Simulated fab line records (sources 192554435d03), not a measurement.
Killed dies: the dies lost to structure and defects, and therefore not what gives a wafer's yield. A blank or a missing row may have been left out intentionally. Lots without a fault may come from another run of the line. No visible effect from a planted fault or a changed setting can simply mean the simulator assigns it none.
What tool caused it? / flow n5_finfet / 10 lots, 30 wafers sampled, at 5 steps of a route of 1938

== WHAT THE GAUGES SHOWED, per wafer ==
The record lacks any reading of a measuring or inspecting step that a usual standard deviation could be used to judge.

== TOOL THAT RAN EACH LOT (tool first, then ch and the chambers of the sampled wafers, then the start) ==
lot=L971; N5_BEOL_M15_STRIP_62=rie_diel-05 ch 0,2,3, day 12 00:44 or earlier; N5_BEOL_M15_STRIP_37=rie_diel-05 ch 0,2,3, day 12 00:44 or earlier; N5_BEOL_M15_PRE_CLEAN_42=pvd_sputter-01, day 12 00:44; N5_BEOL_M15_CMP_49=cmp-04 ch 0,1, day 12 01:53; N5_PASSIVATION_PROBE_49=-
lot=L972; N5_BEOL_M15_STRIP_62=rie_diel-05 ch 0,1,2, day 12 01:46 or earlier; N5_BEOL_M15_STRIP_37=rie_diel-05 ch 0,1,2, day 12 01:46 or earlier; N5_BEOL_M15_PRE_CLEAN_42=pvd_sputter-03, day 12 01:46; N5_BEOL_M15_CMP_49=cmp-01 ch 2,3, day 12 03:40; N5_PASSIVATION_PROBE_49=-
lot=L973; N5_BEOL_M15_STRIP_62=rie_diel-06 ch 0,1,3, day 12 15:05 or earlier; N5_BEOL_M15_STRIP_37=rie_diel-06 ch 0,1,3, day 12 15:05 or earlier; N5_BEOL_M15_PRE_CLEAN_42=pvd_sputter-01, day 12 15:05; N5_BEOL_M15_CMP_49=cmp-04 ch 2,3, day 12 16:19; N5_PASSIVATION_PROBE_49=prober-01, day 13 06:52
lot=L978; N5_BEOL_M15_STRIP_62=rie_diel-03 ch 0,2,3, day 13 14:40 or earlier; N5_BEOL_M15_STRIP_37=rie_diel-03 ch 0,2,3, day 13 14:40 or earlier; N5_BEOL_M15_PRE_CLEAN_42=pvd_sputter-02, day 13 14:40; N5_BEOL_M15_CMP_49=cmp-04 ch 2,3, day 13 15:34; N5_PASSIVATION_PROBE_49=-
lot=L976; N5_BEOL_M15_STRIP_62=rie_diel-06 ch 0,2,3, day 14 00:47 or earlier; N5_BEOL_M15_STRIP_37=rie_diel-06 ch 0,2,3, day 14 00:47 or earlier; N5_BEOL_M15_PRE_CLEAN_42=pvd_sputter-03, day 14 00:47; N5_BEOL_M15_CMP_49=cmp-04 ch 0,2, day 14 01:39; N5_PASSIVATION_PROBE_49=-
lot=L979; N5_BEOL_M15_STRIP_62=rie_diel-05 ch 1,3, day 14 03:50 or earlier; N5_BEOL_M15_STRIP_37=rie_diel-05 ch 1,3, day 14 03:50 or earlier; N5_BEOL_M15_PRE_CLEAN_42=pvd_sputter-03, day 14 03:50; N5_BEOL_M15_CMP_49=cmp-01 ch 1,2,3, day 14 04:49; N5_PASSIVATION_PROBE_49=-
lot=L980; N5_BEOL_M15_STRIP_62=rie_diel-06 ch 1,2,3, day 14 13:32 or earlier; N5_BEOL_M15_STRIP_37=rie_diel-06 ch 1,2,3, day 14 13:32 or earlier; N5_BEOL_M15_PRE_CLEAN_42=pvd_sputter-03, day 14 13:32; N5_BEOL_M15_CMP_49=cmp-04 ch 0,3, day 14 14:23; N5_PASSIVATION_PROBE_49=-
lot=L989; N5_BEOL_M15_STRIP_62=rie_diel-03 ch 2,3, day 17 06:04 or earlier; N5_BEOL_M15_STRIP_37=rie_diel-03 ch 2,3, day 17 06:04 or earlier; N5_BEOL_M15_PRE_CLEAN_42=pvd_sputter-01, day 17 06:04; N5_BEOL_M15_CMP_49=cmp-01 ch 0,1,2, day 17 06:58; N5_PASSIVATION_PROBE_49=-
lot=L990; N5_BEOL_M15_STRIP_62=rie_diel-05 ch 0,2, day 17 10:17 or earlier; N5_BEOL_M15_STRIP_37=rie_diel-05 ch 0,2, day 17 10:17 or earlier; N5_BEOL_M15_PRE_CLEAN_42=pvd_sputter-03, day 17 10:17; N5_BEOL_M15_CMP_49=cmp-01 ch 1,3, day 17 11:30; N5_PASSIVATION_PROBE_49=-
lot=L993; N5_BEOL_M15_STRIP_62=rie_diel-03 ch 1,2,3, day 18 01:59 or earlier; N5_BEOL_M15_STRIP_37=rie_diel-03 ch 1,2,3, day 18 01:59 or earlier; N5_BEOL_M15_PRE_CLEAN_42=pvd_sputter-02, day 18 01:59; N5_BEOL_M15_CMP_49=cmp-01 ch 0,3, day 18 02:50; N5_PASSIVATION_PROBE_49=-
- N5_BEOL_M15_STRIP_62: strips in O2.
- N5_BEOL_M15_STRIP_37: strips in O2.
- N5_BEOL_M15_PRE_CLEAN_42: time 30 s.
- N5_BEOL_M15_CMP_49: polishes, stops on SiO2, t overpolish 4.9 s, target thk 850 nm.
- N5_PASSIVATION_PROBE_49

== AS READ BY THE TOOLS THEMSELVES (means over the sampled wafers that have a number; for cases with no such wafer, the mark the record gives instead) ==
N5_BEOL_M15_STRIP_62. Usual: drypump_motor_current_A 5.37 A, standard deviation 0.28; oes_product_au 0.82 a.u., standard deviation 0.097; rf_vpp_V 3.6 V, standard deviation 0.46; showerhead_plenum_p_Torr 2.10 Torr, standard deviation 0.048; temp_c 59.99 C, standard deviation 0.11; throttle_valve_pct 16.58 %, standard deviation 0.22.
lot=L971; tool=rie_diel-05; drypump_motor_current_A (A)=5.32; oes_product_au (a.u.)=0.85; rf_vpp_V (V)=3.9; showerhead_plenum_p_Torr (Torr)=2.11; temp_c (C)=59.97; throttle_valve_pct (%)=16.54; flag=
lot=L972; tool=rie_diel-05; drypump_motor_current_A (A)=5.38; oes_product_au (a.u.)=0.91; rf_vpp_V (V)=3.5; showerhead_plenum_p_Torr (Torr)=2.10; temp_c (C)=60.12; throttle_valve_pct (%)=16.37; flag=
lot=L973; tool=rie_diel-06; drypump_motor_current_A (A)=5.29; oes_product_au (a.u.)=0.77; rf_vpp_V (V)=3.5; showerhead_plenum_p_Torr (Torr)=2.13; temp_c (C)=60.01; throttle_valve_pct (%)=16.67; flag=
lot=L978; tool=rie_diel-03; drypump_motor_current_A (A)=5.45; oes_product_au (a.u.)=0.84; rf_vpp_V (V)=4.0; showerhead_plenum_p_Torr (Torr)=2.09; temp_c (C)=60.06; throttle_valve_pct (%)=16.51; flag=
lot=L976; tool=rie_diel-06; drypump_motor_current_A (A)=5.44; oes_product_au (a.u.)=0.70; rf_vpp_V (V)=3.0; showerhead_plenum_p_Torr (Torr)=2.11; temp_c (C)=59.98; throttle_valve_pct (%)=16.91; flag=
lot=L979; tool=rie_diel-05; drypump_motor_current_A (A)=5.41; oes_product_au (a.u.)=0.81; rf_vpp_V (V)=3.1; showerhead_plenum_p_Torr (Torr)=2.05; temp_c (C)=60.05; throttle_valve_pct (%)=16.48; flag=
lot=L980; tool=rie_diel-06; drypump_motor_current_A (A)=5.56; oes_product_au (a.u.)=0.75; rf_vpp_V (V)=3.3; showerhead_plenum_p_Torr (Torr)=2.09; temp_c (C)=59.96; throttle_valve_pct (%)=16.82; flag=
lot=L989; tool=rie_diel-03; drypump_motor_current_A (A)=5.19; oes_product_au (a.u.)=0.87; rf_vpp_V (V)=3.9; showerhead_plenum_p_Torr (Torr)=2.09; temp_c (C)=59.98; throttle_valve_pct (%)=16.51; flag=
lot=L990; tool=rie_diel-05; drypump_motor_current_A (A)=5.25; oes_product_au (a.u.)=0.87; rf_vpp_V (V)=4.1; showerhead_plenum_p_Torr (Torr)=2.11; temp_c (C)=59.98; throttle_valve_pct (%)=16.52; flag=
lot=L993; tool=rie_diel-03; drypump_motor_current_A (A)=5.22; oes_product_au (a.u.)=0.81; rf_vpp_V (V)=3.3; showerhead_plenum_p_Torr (Torr)=2.12; temp_c (C)=60.11; throttle_valve_pct (%)=16.60; flag=

N5_BEOL_M15_STRIP_37. Usual: drypump_motor_current_A 5.37 A, standard deviation 0.28; oes_product_au 0.82 a.u., standard deviation 0.097; rf_vpp_V 3.6 V, standard deviation 0.77; showerhead_plenum_p_Torr 2.10 Torr, standard deviation 0.048; temp_c 60.00 C, standard deviation 0.12; throttle_valve_pct 16.58 %, standard deviation 0.22.
lot=L971; tool=rie_diel-05; drypump_motor_current_A (A)=5.33; oes_product_au (a.u.)=0.86; rf_vpp_V (V)=3.5; showerhead_plenum_p_Torr (Torr)=2.11; temp_c (C)=59.97; throttle_valve_pct (%)=16.53; flag=
lot=L972; tool=rie_diel-05; drypump_motor_current_A (A)=5.38; oes_product_au (a.u.)=0.91; rf_vpp_V (V)=4.6; showerhead_plenum_p_Torr (Torr)=2.10; temp_c (C)=60.04; throttle_valve_pct (%)=16.38; flag=
lot=L973; tool=rie_diel-06; drypump_motor_current_A (A)=5.27; oes_product_au (a.u.)=0.77; rf_vpp_V (V)=3.6; showerhead_plenum_p_Torr (Torr)=2.13; temp_c (C)=59.95; throttle_valve_pct (%)=16.66; flag=
lot=L978; tool=rie_diel-03; drypump_motor_current_A (A)=5.44; oes_product_au (a.u.)=0.85; rf_vpp_V (V)=3.9; showerhead_plenum_p_Torr (Torr)=2.09; temp_c (C)=60.03; throttle_valve_pct (%)=16.49; flag=
lot=L976; tool=rie_diel-06; drypump_motor_current_A (A)=5.43; oes_product_au (a.u.)=0.70; rf_vpp_V (V)=3.9; showerhead_plenum_p_Torr (Torr)=2.11; temp_c (C)=60.02; throttle_valve_pct (%)=16.91; flag=
lot=L979; tool=rie_diel-05; drypump_motor_current_A (A)=5.41; oes_product_au (a.u.)=0.80; rf_vpp_V (V)=3.4; showerhead_plenum_p_Torr (Torr)=2.05; temp_c (C)=60.13; throttle_valve_pct (%)=16.48; flag=
lot=L980; tool=rie_diel-06; drypump_motor_current_A (A)=5.54; oes_product_au (a.u.)=0.76; rf_vpp_V (V)=3.5; showerhead_plenum_p_Torr (Torr)=2.09; temp_c (C)=59.85; throttle_valve_pct (%)=16.82; flag=
lot=L989; tool=rie_diel-03; drypump_motor_current_A (A)=5.18; oes_product_au (a.u.)=0.86; rf_vpp_V (V)=3.8; showerhead_plenum_p_Torr (Torr)=2.09; temp_c (C)=59.95; throttle_valve_pct (%)=16.53; flag=
lot=L990; tool=rie_diel-05; drypump_motor_current_A (A)=5.23; oes_product_au (a.u.)=0.88; rf_vpp_V (V)=3.8; showerhead_plenum_p_Torr (Torr)=2.11; temp_c (C)=60.09; throttle_valve_pct (%)=16.51; flag=
lot=L993; tool=rie_diel-03; drypump_motor_current_A (A)=5.22; oes_product_au (a.u.)=0.82; rf_vpp_V (V)=3.3; showerhead_plenum_p_Torr (Torr)=2.12; temp_c (C)=60.02; throttle_valve_pct (%)=16.60; flag=

N5_BEOL_M15_PRE_CLEAN_42. Usual: heater_power_w reads 474 W (standard deviation 44).
lot=L971; tool=pvd_sputter-01; heater_power_w (W)=450; flag=
lot=L972; tool=pvd_sputter-03; heater_power_w (W)=486; flag=
lot=L973; tool=pvd_sputter-01; heater_power_w (W)=487; flag=
lot=L978; tool=pvd_sputter-02; heater_power_w (W)=471; flag=
lot=L976; tool=pvd_sputter-03; heater_power_w (W)=455; flag=
lot=L979; tool=pvd_sputter-03; heater_power_w (W)=491; flag=
lot=L980; tool=pvd_sputter-03; heater_power_w (W)=423; flag=
lot=L989; tool=pvd_sputter-01; heater_power_w (W)=483; flag=
lot=L990; tool=pvd_sputter-03; heater_power_w (W)=493; flag=
lot=L993; tool=pvd_sputter-02; heater_power_w (W)=469; flag=

N5_BEOL_M15_CMP_49. Usual: barrier_field_endpoint_s 11.41 s, standard deviation 0.26; clearing_platen_rpm 80.00 rpm, standard deviation 0.039; head_pressure_psi 2.000 psi, standard deviation 0.004; motor_current_A 7.9 A, standard deviation 0.58; overpolish_run_s 4.900 s, standard deviation 0.009.
lot=L971; tool=cmp-04; barrier_field_endpoint_s (s)=11.43; clearing_platen_rpm (rpm)=80.03; head_pressure_psi (psi)=2.000; motor_current_A (A)=7.5; overpolish_run_s (s)=4.905; flag=
lot=L972; tool=cmp-01; barrier_field_endpoint_s (s)=11.32; clearing_platen_rpm (rpm)=80.01; head_pressure_psi (psi)=1.996; motor_current_A (A)=8.1; overpolish_run_s (s)=4.897; flag=
lot=L973; tool=cmp-04; barrier_field_endpoint_s (s)=11.10; clearing_platen_rpm (rpm)=79.95; head_pressure_psi (psi)=2.006; motor_current_A (A)=8.1; overpolish_run_s (s)=4.894; flag=
lot=L978; tool=cmp-04; barrier_field_endpoint_s (s)=11.53; clearing_platen_rpm (rpm)=80.02; head_pressure_psi (psi)=2.002; motor_current_A (A)=7.8; overpolish_run_s (s)=4.899; flag=
lot=L976; tool=cmp-04; barrier_field_endpoint_s (s)=13.08; clearing_platen_rpm (rpm)=79.99; head_pressure_psi (psi)=1.810; motor_current_A (A)=7.5; overpolish_run_s (s)=4.897; flag=OFF
lot=L979; tool=cmp-01; barrier_field_endpoint_s (s)=11.21; clearing_platen_rpm (rpm)=80.02; head_pressure_psi (psi)=1.998; motor_current_A (A)=8.0; overpolish_run_s (s)=4.895; flag=
lot=L980; tool=cmp-04; barrier_field_endpoint_s (s)=12.50; clearing_platen_rpm (rpm)=80.03; head_pressure_psi (psi)=1.819; motor_current_A (A)=7.8; overpolish_run_s (s)=4.907; flag=OFF
lot=L989; tool=cmp-01; barrier_field_endpoint_s (s)=11.18; clearing_platen_rpm (rpm)=80.00; head_pressure_psi (psi)=1.998; motor_current_A (A)=8.5; overpolish_run_s (s)=4.900; flag=
lot=L990; tool=cmp-01; barrier_field_endpoint_s (s)=11.51; clearing_platen_rpm (rpm)=79.98; head_pressure_psi (psi)=1.996; motor_current_A (A)=7.8; overpolish_run_s (s)=4.892; flag=
lot=L993; tool=cmp-01; barrier_field_endpoint_s (s)=11.61; clearing_platen_rpm (rpm)=80.00; head_pressure_psi (psi)=2.004; motor_current_A (A)=8.1; overpolish_run_s (s)=4.902; flag=

N5_PASSIVATION_PROBE_49. Usual: defect_limited_yield 91.3 %, standard deviation 1.4; killed_at_M0_to_M3 36, standard deviation 11; killed_at_M4_up 13, standard deviation 5.2; killed_at_contacts 13, standard deviation 6.5; killed_at_front_end 37, standard deviation 11; killed_at_other 3.6, standard deviation 2.9; killed_dies 103, standard deviation 17; killed_open 68, standard deviation 12; killed_short 33, standard deviation 7.3; sort_bin_4_leakage 0.01 %, standard deviation 0.039; sort_bin_5_function 5.2 %, standard deviation 0.91; sort_bin_6_memory 3.2 %, standard deviation 0.67; sort_bin_8_speed 0.00 %, standard deviation 0.0099; sort_n_pass 1077, standard deviation 17; sort_yield_pct 91.3 %, standard deviation 1.4.
lot=L973; tool=prober-01; defect_limited_yield (%)=91.8; killed_at_M0_to_M3=44; killed_at_M4_up=10; killed_at_contacts=16; killed_at_front_end=24; killed_at_other=3.3; killed_dies=97; killed_open=67; killed_short=30; sort_bin_4_leakage (%)=0.00; sort_bin_5_function (%)=4.7; sort_bin_6_memory (%)=3.3; sort_bin_8_speed (%)=0.00; sort_n_pass=1083; sort_yield_pct (%)=91.8; flag=

== THE ANSWER, worked out from the rows above alone ==
Rule: lot off if the mean of its wafers having a number is beyond 3 standard deviations from the usual mean. A lot without any number at a reading at which 4 lots or more have one is off too. Where the step has rows for the other lots, those lots are counted as sound. The gauges are gone through in route order, then the tools' own readings, and for those a lot's mean is taken as printed above. At the first step where some lot is off, the reading lying furthest off is the one used; lots without a number count as furthest.
Off: L976, L980, at N5_BEOL_M15_CMP_49 (head_pressure_psi).
If a tool, at that step or one of the process steps before it, ran each lot that is off and ran no sound lot following the first of them, it fits. With no start given for some of its lots, N5_BEOL_M15_STRIP_62 uses the hours and lot order of N5_BEOL_M15_PRE_CLEAN_42. With no start given for some of its lots, N5_BEOL_M15_STRIP_37 uses the hours and lot order of N5_BEOL_M15_PRE_CLEAN_42. This does not decide it: 2 tools fit, namely rie_diel-06 at N5_BEOL_M15_STRIP_62 and N5_BEOL_M15_STRIP_37 and cmp-04 at N5_BEOL_M15_CMP_49.

== WHAT THE SIMULATOR HAD INSERTED ==
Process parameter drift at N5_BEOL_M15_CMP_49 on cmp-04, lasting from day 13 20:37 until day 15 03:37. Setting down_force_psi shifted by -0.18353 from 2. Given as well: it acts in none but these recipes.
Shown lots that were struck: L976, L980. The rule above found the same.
